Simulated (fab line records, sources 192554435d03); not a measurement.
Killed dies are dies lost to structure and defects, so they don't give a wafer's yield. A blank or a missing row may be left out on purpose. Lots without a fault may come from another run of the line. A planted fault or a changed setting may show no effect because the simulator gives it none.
Chamber matching | flow n5_finfet | N5_BEOL_M15_DEP_53 on pecvd-01: 3 sister chambers
The step deposits SiCN from 3MS/NH3, target thk 50 nm, time 17.8 s. 18 wafers are shown with their chamber, then 9 later ones without.

WAFERS WITH THEIR CHAMBER
wafer  | chamber | throttle_valve_pct (%) | showerhead_plenum_p_Torr (Torr)
L075.2 | 0       | 17.0                   | 4.157
L075.3 | 2       | 16.6                   | 4.180
L075.5 | 2       | 16.7                   | 4.174
L078.1 | 2       | 16.6                   | 4.167
L078.2 | 0       | 17.1                   | 4.159
L078.3 | 0       | 17.3                   | 4.152
L082.4 | 1       | 18.5                   | 4.155
L082.5 | 0       | 17.2                   | 4.149
L082.6 | 2       | 16.7                   | 4.172
L083.2 | 1       | 18.7                   | 4.151
L083.3 | 0       | 17.1                   | 4.157
L083.5 | 0       | 17.2                   | 4.151
L084.1 | 0       | 17.2                   | 4.155
L084.4 | 2       | 16.7                   | 4.184
L084.6 | 1       | 18.5                   | 4.159
L085.2 | 1       | 18.7                   | 4.154
L085.3 | 0       | 17.2                   | 4.140
L085.6 | 1       | 18.7                   | 4.145

SIGNATURES (means of the wafers above)
reading                  | chamber 0 | chamber 1 | chamber 2 | scatter within a chamber
throttle_valve_pct       | 17.163    | 18.620    | 16.660    | 0.089
showerhead_plenum_p_Torr | 4.15250   | 4.15280   | 4.17540   | 0.00604
Rule: a wafer's distance from a chamber is the root of the sum, over the readings, of the square of ((its reading less the chamber's mean) divided by the reading's scatter). The wafer belongs to the nearest chamber; if the next one is less than 2 further off, it can't be placed. The scatter: the root of (the sum of the squares of (reading less its chamber's mean) over the shown wafers, divided by (wafers less chambers)).

WAFERS WITHOUT THEIR CHAMBER
wafer  | throttle_valve_pct (%) | showerhead_plenum_p_Torr (Torr)
L088.2 | 17.3                   | 4.156
L088.5 | 17.3                   | 4.127
L088.6 | 18.5                   | 4.155
L087.1 | 18.6                   | 4.147
L087.2 | 16.9                   | 4.173
L087.6 | 18.7                   | 4.148
L089.2 | 17.4                   | 4.154
L089.4 | 18.7                   | 4.158
L089.5 | 16.8                   | 4.194

WHICH CHAMBER EACH WENT THROUGH
wafer  | from the rows above     | in truth
L088.2 | 0                       | 0
L088.5 | 0                       | 0
L088.6 | 1                       | 1
L087.1 | 1                       | 1
L087.2 | can't be placed: 2 or 0 | 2
L087.6 | 1                       | 1
L089.2 | 0                       | 0
L089.4 | 1                       | 1
L089.5 | 2                       | 2
Placed correctly: 8 of 9. Can't be placed from these rows: 1 (the true chamber is among the candidates in 1). Placed wrongly: 0.
